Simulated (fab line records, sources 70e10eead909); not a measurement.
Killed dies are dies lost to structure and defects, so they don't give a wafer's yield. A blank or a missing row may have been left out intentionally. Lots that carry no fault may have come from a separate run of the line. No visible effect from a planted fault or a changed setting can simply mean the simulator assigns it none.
fab line records	flow nand_harc
[record] lots = 24	wafers = 72	last_day = 25
route steps=1159 shown A_M0@1019 A_M1@1051 A_BONDPAD@1077
lots that met no fault: taken from a fault-free run of the same line
start_h: start of the lot's first displayed wafer, in hours after the record's first day	wait_h: time in hours since the lot's previous step	" repeats the value in the row above	L1.1+2: several wafers, shown together as one row	- value missing, or start not given	* or withheld: withheld	< > ~ a bound
route shown NAME@n: NAME is a module with steps in the file, n the number in the route of the first one	usual: average and standard deviation across the fault-free wafers	same: alike in all rows	chamber/n: place in a boat	sites: per-site readings	_std_site: how widely they spread, as a standard deviation	_edge_site: the outer-site mean with the inner-site mean subtracted	radius_mm: how far each site lies from the wafer's centre	mask NAME#n: copy n	behind: tool/chamber where the wafer was last shaped	hold: reason for holding the lot/hours on hold/outcome of the hold	device: names the non-switching transistor (n, p or np)	end of line: tests of these same wafers at the route's end	a step given without rows: its recipe and nothing more	killed: dies that structure and defects cost at the first sort, which is not the same as the wafer's yield	map: shows each die of a wafer: x if killed, . if not, _ if none is there
set.NAME: the setting as run; set.NAME@STEP: as run at that earlier step	model.NAME: the simulator's own value behind a step, which no gauge read
a sample of lots followed through the steps of the route, with each step as a table and each wafer as a row
services: from which hour (start_h, from the record's first day; less than 0 if before it) a tool's chamber was out of use, for how many hours, and why
[[steps]]
[step NHARC_A_M0_CMP_23]
[recipe] t_overpolish_s = 20	target_thk_nm = 113.75
[usual] motor_current_A = 11.5/1.3	time_to_endpoint_s = 29/3.3
[same] t_overpolish_s = 20
lot.wafer	tool	chamber	start_h	wait_h	motor_current_A	time_to_endpoint_s
L075.2	cmp-01	3	397.44	-	11.3	34
L075.4	"	1	"	"	10.2	29
L075.5	"	3	"	"	11.7	35
L074.2	cmp-01	1	406.63	-	10.5	29
L074.4	"	2	"	"	14.8	32
L074.5	"	3	"	"	11.3	33
L077.4	cmp-03	3	414.92	-	10.8	26
L077.1	"	1	"	"	11.3	33
L077.6	"	0	"	"	13.0	30
L076.1	cmp-02	1	420.84	-	10.9	26
L076.2	"	0	"	"	10.5	28
L076.5	"	2	"	"	10.4	28
L078.1	cmp-03	0	424.15	-	13.1	27
L078.3	"	1	"	"	11.2	31
L078.5	"	0	"	"	13.5	28
L080.4	cmp-02	2	428.61	-	10.3	28
L080.3	"	0	"	"	10.4	25
L080.5	"	2	"	"	10.0	28
L079.4	cmp-01	1	428.99	-	10.1	29
L079.6	"	3	"	"	11.5	37
L079.5	"	0	"	"	13.4	31
L083.1	cmp-01	1	440.04	-	10.3	26
L083.3	"	2	"	"	14.4	29
L083.2	"	3	"	"	10.9	33
L082.2	cmp-03	0	446.14	-	12.9	26
L082.3	"	3	"	"	10.3	24
L082.5	"	0	"	"	12.6	30
L081.3	cmp-02	0	452.67	-	9.9	27
L081.2	"	1	"	"	11.4	23
L081.5	"	3	"	"	11.1	28
L085.2	cmp-02	0	454.20	-	10.7	28
L085.1	"	1	"	"	11.3	24
L085.6	"	3	"	"	11.0	28
L084.2	cmp-03	3	456.34	-	9.5	24
L084.3	"	0	"	"	12.0	27
L084.1	"	1	"	"	11.0	32
L088.2	cmp-03	2	463.86	-	10.9	23
L088.1	"	3	"	"	10.1	21
L088.4	"	0	"	"	12.8	28
L087.3	cmp-02	1	468.15	-	11.3	24
L087.4	"	2	"	"	10.6	28
L087.5	"	0	"	"	10.3	27
L090.4	cmp-03	0	480.90	-	12.4	27
L090.2	"	2	"	"	11.1	26
L090.3	"	3	"	"	9.9	21
L086.3	cmp-03	3	482.43	-	10.7	28
L086.1	"	1	"	"	11.1	34
L086.6	"	3	"	"	10.2	28
L089.1	cmp-03	1	484.28	-	11.7	33
L089.2	"	2	"	"	11.1	24
L089.5	"	0	"	"	12.7	27
L091.2	cmp-03	2	506.61	-	10.4	30
L091.1	"	0	"	"	13.3	33
L091.6	"	1	"	"	11.3	36
L092.3	cmp-01	0	507.61	-	14.2	30
L092.1	"	1	"	"	10.4	29
L092.5	"	1	"	"	10.6	32
L093.3	cmp-02	2	508.44	-	10.3	31
L093.6	"	3	"	"	11.4	31
L093.5	"	0	"	"	10.7	30
L096.4	cmp-03	0	532.27	-	13.0	28
L096.3	"	1	"	"	11.5	33
L096.1	"	2	"	"	11.4	28
L094.3	cmp-03	1	536.97	-	11.5	34
L094.4	"	2	"	"	11.0	28
L094.2	"	3	"	"	10.5	27
L095.2	cmp-01	2	537.56	-	13.6	30
L095.4	"	3	"	"	11.3	36
L095.5	"	1	"	"	10.3	28
L097.3	cmp-03	2	544.06	-	10.9	24
L097.4	"	0	"	"	12.8	26
L097.6	"	2	"	"	10.6	26
[step NHARC_A_M0_INSPECT_27]
[usual] raw_defect_count = 450/130
lot.wafer	tool	chamber	start_h	wait_h	raw_defect_count
L075.2	defect_inspect-02	-	397.90	0.0	354
L075.4	"	-	"	"	364
L075.5	"	-	"	"	394
L074.2	defect_inspect-02	-	407.10	0.0	753
L074.4	"	-	"	"	389
L074.5	"	-	"	"	323
L077.1	defect_inspect-02	-	415.39	0.0	402
L077.4	"	-	"	"	560
L077.6	"	-	"	"	463
L076.1	defect_inspect-02	-	421.32	0.0	378
L076.2	"	-	"	"	365
L076.5	"	-	"	"	381
L078.1	defect_inspect-02	-	424.62	0.0	330
L078.3	"	-	"	"	395
L078.5	"	-	"	"	280
L080.3	defect_inspect-02	-	429.09	0.0	445
L080.4	"	-	"	"	446
L080.5	"	-	"	"	343
L079.4	defect_inspect-01	-	429.40	0.0	575
L079.5	"	-	"	"	428
L079.6	"	-	"	"	634
L083.1	defect_inspect-02	-	440.50	0.0	516
L083.2	"	-	"	"	489
L083.3	"	-	"	"	487
L082.2	defect_inspect-01	-	446.61	0.0	491
L082.3	"	-	"	"	511
L082.5	"	-	"	"	417
L081.2	defect_inspect-02	-	453.08	0.0	488
L081.3	"	-	"	"	421
L081.5	"	-	"	"	333
L085.1	defect_inspect-01	-	454.62	0.0	505
L085.2	"	-	"	"	453
L085.6	"	-	"	"	587
L084.1	defect_inspect-02	-	456.82	0.0	390
L084.2	"	-	"	"	460
L084.3	"	-	"	"	394
L088.1	defect_inspect-02	-	464.30	0.0	553
L088.2	"	-	"	"	449
L088.4	"	-	"	"	395
L087.3	defect_inspect-01	-	468.57	0.0	802
L087.4	"	-	"	"	551
L087.5	"	-	"	"	793
L090.2	defect_inspect-02	-	481.37	0.0	387
L090.3	"	-	"	"	435
L090.4	"	-	"	"	524
L086.1	defect_inspect-02	-	482.92	0.0	436
L086.3	"	-	"	"	431
L086.6	"	-	"	"	332
L089.1	defect_inspect-01	-	484.70	0.0	420
L089.2	"	-	"	"	457
L089.5	"	-	"	"	518
L091.1	defect_inspect-02	-	507.05	0.0	387
L091.2	"	-	"	"	469
L091.6	"	-	"	"	369
L092.1	defect_inspect-02	-	508.09	0.0	366
L092.3	"	-	"	"	502
L092.5	"	-	"	"	331
L093.3	defect_inspect-02	-	508.83	0.0	402
L093.5	"	-	"	"	382
L093.6	"	-	"	"	399
L096.1	defect_inspect-02	-	532.71	0.0	349
L096.3	"	-	"	"	292
L096.4	"	-	"	"	233
L094.2	defect_inspect-02	-	537.41	0.0	477
L094.3	"	-	"	"	402
L094.4	"	-	"	"	400
L095.2	defect_inspect-01	-	537.98	0.0	602
L095.4	"	-	"	"	400
L095.5	"	-	"	"	827
L097.3	defect_inspect-01	-	544.54	0.0	404
L097.4	"	-	"	"	277
L097.6	"	-	"	"	308
[step NHARC_A_M0_PRE_CLEAN_31]
[recipe] time_s = 12	temp_c = 370	rf_power_w = 300	gas = NH3
[usual] heater_power_outer_w = 390/58	heater_power_w = 677/85
lot.wafer	tool	chamber	start_h	wait_h	heater_power_outer_w	heater_power_w
L075.2	pecvd-03	0	397.97	0.1	473	787
L075.5	"	0	"	"	475	766
L075.4	"	2	"	"	381	617
L074.2	pecvd-02	2	407.20	0.1	340	604
L074.4	"	0	"	"	499	845
L074.5	"	2	"	"	349	607
L077.1	pecvd-02	0	415.46	0.1	457	829
L077.4	"	0	"	"	467	816
L077.6	"	2	"	"	296	561
L076.1	pecvd-02	1	421.42	0.1	383	661
L076.2	"	2	"	"	347	625
L076.5	"	2	"	"	344	636
L078.1	pecvd-03	1	424.70	0.1	349	658
L078.3	"	2	"	"	357	597
L078.5	"	2	"	"	351	569
L080.3	pecvd-04	1	429.15	0.1	459	791
L080.4	"	2	"	"	376	647
L080.5	"	0	"	"	352	650
L079.5	pecvd-02	0	429.51	0.1	468	801
L079.4	"	1	"	"	435	732
L079.6	"	2	"	"	306	587
L083.1	pecvd-03	2	440.57	0.1	357	582
L083.3	"	0	"	"	442	753
L083.2	"	1	"	"	326	626
L082.3	pecvd-03	1	446.67	0.1	424	724
L082.2	"	2	"	"	307	513
L082.5	"	2	"	"	305	526
L081.2	pecvd-04	0	453.17	0.1	366	650
L081.3	"	1	"	"	443	770
L081.5	"	0	"	"	354	665
L085.2	pecvd-02	0	454.69	0.1	421	733
L085.1	"	1	"	"	425	728
L085.6	"	2	"	"	366	655
L084.3	pecvd-04	2	456.89	0.1	314	543
L084.2	"	0	"	"	335	638
L084.1	"	1	"	"	449	760
L088.1	pecvd-03	1	464.38	0.1	334	641
L088.2	"	2	"	"	325	541
L088.4	"	2	"	"	326	540
L087.3	pecvd-03	1	468.63	0.1	396	703
L087.4	"	1	"	"	390	707
L087.5	"	0	"	"	415	704
L090.3	pecvd-02	1	481.45	0.1	364	652
L090.2	"	2	"	"	299	583
L090.4	"	1	"	"	358	656
L086.3	pecvd-04	2	482.99	0.1	316	563
L086.1	"	0	"	"	316	600
L086.6	"	1	"	"	475	781
L089.2	pecvd-04	1	484.88	0.2	465	792
L089.1	"	2	"	"	315	543
L089.5	"	0	"	"	353	643
L091.2	pecvd-02	1	507.13	0.1	436	742
L091.1	"	2	"	"	370	649
L091.6	"	1	"	"	433	730
L092.1	pecvd-04	2	508.16	0.1	332	575
L092.3	"	0	"	"	350	654
L092.5	"	0	"	"	353	650
L093.3	pecvd-03	0	508.92	0.1	451	758
L093.5	"	2	"	"	386	610
L093.6	"	0	"	"	457	760
L096.3	pecvd-04	1	533.04	0.3	476	804
L096.1	"	2	"	"	374	620
L096.4	"	2	"	"	385	629
L094.2	pecvd-04	1	537.48	0.1	452	781
L094.3	"	2	"	"	341	586
L094.4	"	1	"	"	442	762
L095.2	pecvd-04	1	538.08	0.1	475	798
L095.4	"	0	"	"	382	682
L095.5	"	1	"	"	483	820
L097.3	pecvd-04	1	544.64	0.1	474	789
L097.4	"	0	"	"	298	589
L097.6	"	1	"	"	476	784
[step NHARC_A_M1_ANNEAL_31]
[recipe] temp_c = 225	time_s = 90
[usual] wafer_temp_C_max = 225.9/0.31
lot.wafer	tool	chamber	start_h	wait_h	wafer_temp_C_max
L075.2	rtp_anneal-02	0	401.34	0.3	225.4
L075.4	"	0	"	"	225.3
L075.5	"	0	"	"	225.5
L074.2	rtp_anneal-02	0	410.54	0.4	225.7
L074.4	"	0	"	"	225.6
L074.5	"	0	"	"	225.8
L077.1	rtp_anneal-02	0	418.95	-	225.8
L077.4	"	0	"	"	225.7
L077.6	"	0	"	"	225.6
L076.1	rtp_anneal-01	0	424.76	0.3	225.9
L076.2	"	0	"	"	225.9
L076.5	"	0	"	"	225.9
L078.1	rtp_anneal-02	0	427.96	-	225.3
L078.3	"	0	"	"	226.2
L078.5	"	0	"	"	225.5
L080.3	rtp_anneal-02	0	432.67	-	225.7
L080.4	"	0	"	"	225.8
L080.5	"	0	"	"	225.8
L079.4	rtp_anneal-02	0	433.35	-	225.7
L079.5	"	0	"	"	225.5
L079.6	"	0	"	"	225.7
L083.1	rtp_anneal-02	0	444.02	0.3	225.3
L083.2	"	0	"	"	226.3
L083.3	"	0	"	"	225.7
L082.2	rtp_anneal-02	0	450.14	-	226.1
L082.3	"	0	"	"	225.8
L082.5	"	0	"	"	225.7
L081.2	rtp_anneal-01	0	456.50	-	225.6
L081.3	"	0	"	"	226.3
L081.5	"	0	"	"	225.9
L085.1	rtp_anneal-01	0	457.92	-	226.2
L085.2	"	0	"	"	226.4
L085.6	"	0	"	"	226.1
L084.1	rtp_anneal-01	0	460.68	0.3	226.3
L084.2	"	0	"	"	226.4
L084.3	"	0	"	"	225.7
L088.1	rtp_anneal-01	0	467.63	-	226.4
L088.2	"	0	"	"	226.8
L088.4	"	0	"	"	226.0
L087.3	rtp_anneal-02	0	472.02	0.3	225.9
L087.4	"	0	"	"	225.6
L087.5	"	0	"	"	225.5
L090.2	rtp_anneal-01	0	484.80	-	226.4
L090.3	"	0	"	"	225.9
L090.4	"	0	"	"	226.1
L086.1	rtp_anneal-02	0	486.28	0.3	226.6
L086.3	"	0	"	"	225.7
L086.6	"	0	"	"	225.9
L089.1	rtp_anneal-02	0	488.18	0.3	225.9
L089.2	"	0	"	"	225.6
L089.5	"	0	"	"	225.5
L091.1	rtp_anneal-02	0	510.37	0.3	225.9
L091.2	"	0	"	"	226.1
L091.6	"	0	"	"	226.0
L092.1	rtp_anneal-01	0	511.67	0.5	225.9
L092.3	"	0	"	"	226.1
L092.5	"	0	"	"	225.8
L093.3	rtp_anneal-02	0	512.28	0.3	226.0
L093.5	"	0	"	"	226.1
L093.6	"	0	"	"	226.1
L096.1	rtp_anneal-02	0	536.15	-	225.9
L096.3	"	0	"	"	226.0
L096.4	"	0	"	"	225.6
L094.2	rtp_anneal-01	0	541.10	0.3	226.3
L094.3	"	0	"	"	226.3
L094.4	"	0	"	"	226.3
L095.2	rtp_anneal-01	0	541.70	-	226.3
L095.4	"	0	"	"	226.1
L095.5	"	0	"	"	226.3
L097.3	rtp_anneal-02	0	548.25	-	225.8
L097.4	"	0	"	"	225.5
L097.6	"	0	"	"	225.7
[step NHARC_A_BONDPAD_ETCH_12]
[recipe] target_depth_a = 2200	time_s = 110	chf3_flow_sccm = 50	o2_flow_sccm = 10	ar_flow_sccm = 200	rf_w = 500	bias_w = 200	chemistry = CHF3/O2
[usual] drypump_motor_current_A = 5.7/0.41	oes_product_au = 0.944/0.025	rf_vpp_V = 370.6/2.6	showerhead_plenum_p_Torr = 2.40/0.11	throttle_valve_pct = 20.571/0.0082
lot.wafer	tool	chamber	start_h	wait_h	drypump_motor_current_A	oes_product_au	rf_hours_counter_h	rf_vpp_V	showerhead_plenum_p_Torr	throttle_valve_pct
L075.4	rie_diel-12	1	-	-	5.5	0.951	3	368.6	2.28	20.572
L075.2	"	2	"	"	5.7	0.990	3	369.0	2.34	20.561
L075.5	"	2	"	"	5.7	0.991	-	369.1	2.34	20.563
L074.4	rie_diel-12	3	-	-	6.0	0.927	5	371.3	2.44	20.573
L074.2	"	1	"	"	5.5	0.966	5	368.1	2.28	20.557
L074.5	"	2	"	"	5.7	0.965	-	369.1	2.34	20.577
L077.1	rie_diel-13	0	422.25	0.2	5.2	0.944	49	374.0	2.58	20.571
L077.4	"	1	"	"	5.6	0.923	-	368.7	2.32	20.578
L077.6	"	1	"	"	5.6	0.921	-	368.5	2.32	20.557
L076.2	rie_diel-06	2	-	-	5.8	0.957	0	374.2	2.58	20.579
L076.1	"	3	"	"	6.4	0.951	0	370.7	2.32	20.580
L076.5	"	0	"	"	5.4	0.964	-	368.2	2.29	20.582
L078.3	rie_diel-06	1	-	-	6.0	0.968	0	372.3	2.46	20.568
L078.1	"	2	"	"	5.8	0.986	0	374.8	2.58	20.568
L078.5	"	0	"	"	5.4	0.966	-	369.4	2.29	20.566
L080.4	rie_diel-12	2	-	-	5.7	0.983	8	370.0	2.33	20.567
L080.3	"	3	"	"	5.9	0.960	9	370.5	2.44	20.577
L080.5	"	1	"	"	5.5	0.943	-	367.8	2.28	20.581
L079.4	rie_diel-06	1	-	-	6.0	0.969	1	372.5	2.46	20.569
L079.6	"	2	"	"	5.8	0.989	-	374.3	2.58	20.574
L079.5	"	3	"	"	6.4	0.944	-	368.5	2.32	20.572
L083.2	rie_diel-12	0	-	-	5.3	0.923	11	372.4	2.47	20.577
L083.1	"	1	"	"	5.5	0.904	10	367.6	2.28	20.579
L083.3	"	2	"	"	5.7	0.941	10	368.7	2.33	20.584
L082.3	rie_diel-12	3	-	-	6.0	0.909	12	372.9	2.44	20.558
L082.2	"	0	"	"	5.3	0.919	12	370.8	2.47	20.563
L082.5	"	2	"	"	5.7	0.942	-	368.8	2.33	20.575
L081.3	rie_diel-06	1	-	-	6.0	0.974	1	371.3	2.46	20.581
L081.2	"	2	"	"	5.8	0.981	1	376.2	2.58	20.570
L081.5	"	1	"	"	6.0	0.980	-	371.1	2.46	20.586
L085.2	rie_diel-06	2	-	-	5.8	0.989	2	376.0	2.58	20.568
L085.1	"	1	"	"	6.0	0.965	2	372.6	2.46	20.563
L085.6	"	3	"	"	6.4	0.959	-	368.6	2.32	20.586
L084.3	rie_diel-06	2	-	-	5.8	0.982	2	374.1	2.58	20.565
L084.1	"	0	"	"	5.4	0.946	2	367.1	2.29	20.575
L084.2	"	1	"	"	6.0	0.952	2	372.1	2.46	20.582
L088.4	rie_diel-06	0	-	-	5.4	0.945	2	368.7	2.29	20.569
L088.2	"	2	"	"	5.8	0.979	2	373.2	2.58	20.562
L088.1	"	3	"	"	6.4	0.955	2	368.8	2.32	20.567
L087.3	rie_diel-06	2	-	-	5.8	0.977	2	374.0	2.58	20.566
L087.4	"	0	"	"	5.4	0.962	2	369.4	2.29	20.560
L087.5	"	3	"	"	6.4	0.949	-	369.1	2.32	20.564
L090.2	rie_diel-06	0	-	-	5.4	0.972	3	367.8	2.29	20.575
L090.3	"	1	"	"	6.0	0.988	3	370.9	2.46	20.555
L090.4	"	2	"	"	5.8	0.962	3	374.4	2.58	20.574
L086.1	rie_diel-06	0	-	-	5.4	0.915	3	368.6	2.29	20.561
L086.3	"	3	"	"	6.4	0.908	3	370.2	2.32	20.584
L086.6	"	1	"	"	6.0	0.934	-	371.9	2.46	20.570
L089.1	rie_diel-06	3	-	-	6.4	0.894	3	369.0	2.32	20.565
L089.2	"	0	"	"	5.4	0.911	3	368.1	2.29	20.567
L089.5	"	0	"	"	5.4	0.907	-	367.9	2.29	20.577
L091.1	rie_diel-06	1	-	-	6.0	0.935	3	372.0	2.46	20.569
L091.2	"	2	"	"	5.8	0.924	4	374.3	2.58	20.569
L091.6	"	1	"	"	6.0	0.956	-	371.5	2.46	20.556
L092.1	rie_diel-13	1	-	-	5.6	0.925	17	366.6	2.31	20.575
L092.3	"	2	"	"	5.4	0.924	18	372.2	2.48	20.574
L092.5	"	3	"	"	4.9	0.932	-	368.2	2.24	20.569
L093.3	rie_diel-13	3	-	-	4.9	0.931	19	367.8	2.24	20.587
L093.6	"	3	"	"	4.9	0.933	-	365.1	2.24	20.575
L093.5	"	0	"	"	5.2	0.926	-	373.8	2.56	20.568
L096.1	rie_diel-13	2	-	-	5.5	0.918	29	373.0	2.48	20.565
L096.3	"	0	"	"	5.2	0.923	29	374.4	2.56	20.565
L096.4	"	1	"	"	5.6	0.964	27	368.2	2.30	20.571
L094.2	rie_diel-06	3	-	-	6.4	0.944	4	369.3	2.32	20.573
L094.3	"	1	"	"	6.0	0.988	4	372.6	2.46	20.556
L094.4	"	2	"	"	5.8	0.968	4	373.6	2.58	20.568
L095.2	rie_diel-12	0	-	-	5.3	0.919	31	372.8	2.46	20.577
L095.4	"	2	"	"	5.7	0.929	28	369.2	2.33	20.565
L095.5	"	0	"	"	5.3	0.928	-	372.5	2.46	20.564
L097.3	rie_diel-06	3	-	-	6.4	0.906	5	368.0	2.32	20.564
L097.4	"	1	"	"	6.0	0.929	5	373.0	2.46	20.584
L097.6	"	0	"	"	5.4	0.911	-	369.2	2.29	20.587
[step NHARC_A_BONDPAD_PRE_CLEAN_26]
[recipe] time_s = 30	temp_c = 280	gas = H2/He
[usual] heater_power_w = 395/23
lot.wafer	tool	chamber	start_h	wait_h	heater_power_w
L075.2	pvd_sputter-03	-	-	-	375
L075.4	"	-	"	"	417
L075.5	"	-	"	"	385
L074.4	pvd_sputter-01	-	-	-	382
L074.2	"	-	"	"	438
L074.5	"	-	"	"	374
L077.1	pvd_sputter-02	-	-	-	369
L077.4	"	-	"	"	382
L077.6	"	-	"	"	423
L076.2	pvd_sputter-02	-	-	-	382
L076.1	"	-	"	"	395
L076.5	"	-	"	"	383
L078.1	pvd_sputter-01	-	-	-	449
L078.3	"	-	"	"	372
L078.5	"	-	"	"	421
L080.3	pvd_sputter-02	-	-	-	392
L080.4	"	-	"	"	393
L080.5	"	-	"	"	385
L079.4	pvd_sputter-01	-	-	-	421
L079.5	"	-	"	"	365
L079.6	"	-	"	"	371
L083.3	pvd_sputter-02	-	-	-	381
L083.2	"	-	"	"	379
L083.1	"	-	"	"	421
L082.2	pvd_sputter-02	-	-	-	380
L082.3	"	-	"	"	428
L082.5	"	-	"	"	387
L081.3	pvd_sputter-01	-	-	-	368
L081.2	"	-	"	"	441
L081.5	"	-	"	"	375
L085.1	pvd_sputter-01	-	-	-	369
L085.2	"	-	"	"	427
L085.6	"	-	"	"	375
L084.2	pvd_sputter-02	-	-	-	389
L084.3	"	-	"	"	388
L084.1	"	-	"	"	417
L088.4	pvd_sputter-02	-	-	-	372
L088.1	"	-	"	"	412
L088.2	"	-	"	"	401
L087.3	pvd_sputter-01	-	-	-	373
L087.4	"	-	"	"	429
L087.5	"	-	"	"	379
L090.3	pvd_sputter-03	-	-	-	408
L090.2	"	-	"	"	435
L090.4	"	-	"	"	359
L086.1	pvd_sputter-02	-	-	-	418
L086.3	"	-	"	"	394
L086.6	"	-	"	"	425
L089.2	pvd_sputter-02	-	-	-	388
L089.1	"	-	"	"	416
L089.5	"	-	"	"	381
L091.2	pvd_sputter-03	-	-	-	358
L091.1	"	-	"	"	406
L091.6	"	-	"	"	433
L092.1	pvd_sputter-02	-	-	-	397
L092.3	"	-	"	"	382
L092.5	"	-	"	"	387
L093.3	pvd_sputter-03	-	-	-	399
L093.6	"	-	"	"	403
L093.5	"	-	"	"	444
L096.4	pvd_sputter-02	-	-	-	381
L096.3	"	-	"	"	425
L096.1	"	-	"	"	399
L094.3	pvd_sputter-03	-	-	-	373
L094.2	"	-	"	"	397
L094.4	"	-	"	"	353
L095.2	pvd_sputter-01	-	-	-	436
L095.4	"	-	"	"	391
L095.5	"	-	"	"	436
L097.4	pvd_sputter-02	-	-	-	419
L097.3	"	-	"	"	381
L097.6	"	-	"	"	411
[[services]]
tool	chamber	start_h	hours	kind
cmp-03	-	373.84	0.7	repair
cmp-01	-	375.66	4.0	pm
pecvd-04	-	376.00	13.0	pm
pvd_sputter-02	-	392.00	10.0	pm
cmp-03	-	401.42	2.5	repair
rie_diel-06	-	418.22	9.0	pm
cmp-03	-	434.32	1.0	repair
cmp-03	-	447.89	0.8	repair
cmp-03	-	450.00	4.0	pm
pecvd-03	-	453.81	4.0	repair
cmp-03	-	454.53	1.3	repair
pecvd-03	-	473.30	13.0	pm
pvd_sputter-01	-	477.52	1.4	repair
pecvd-02	-	485.88	0.7	repair
pvd_sputter-01	-	514.00	10.0	pm
pecvd-02	-	515.19	13.0	pm
rie_diel-06	1	515.39	3.0	repair
pecvd-03	2	529.34	9.5	repair
pecvd-04	-	529.45	0.6	repair
cmp-03	-	530.18	1.3	repair
pecvd-03	0	541.87	8.6	repair
pecvd-04	2	544.36	17.1	repair
cmp-03	-	548.00	4.0	pm
pvd_sputter-02	-	550.83	0.5	repair
[[key]]
fault none
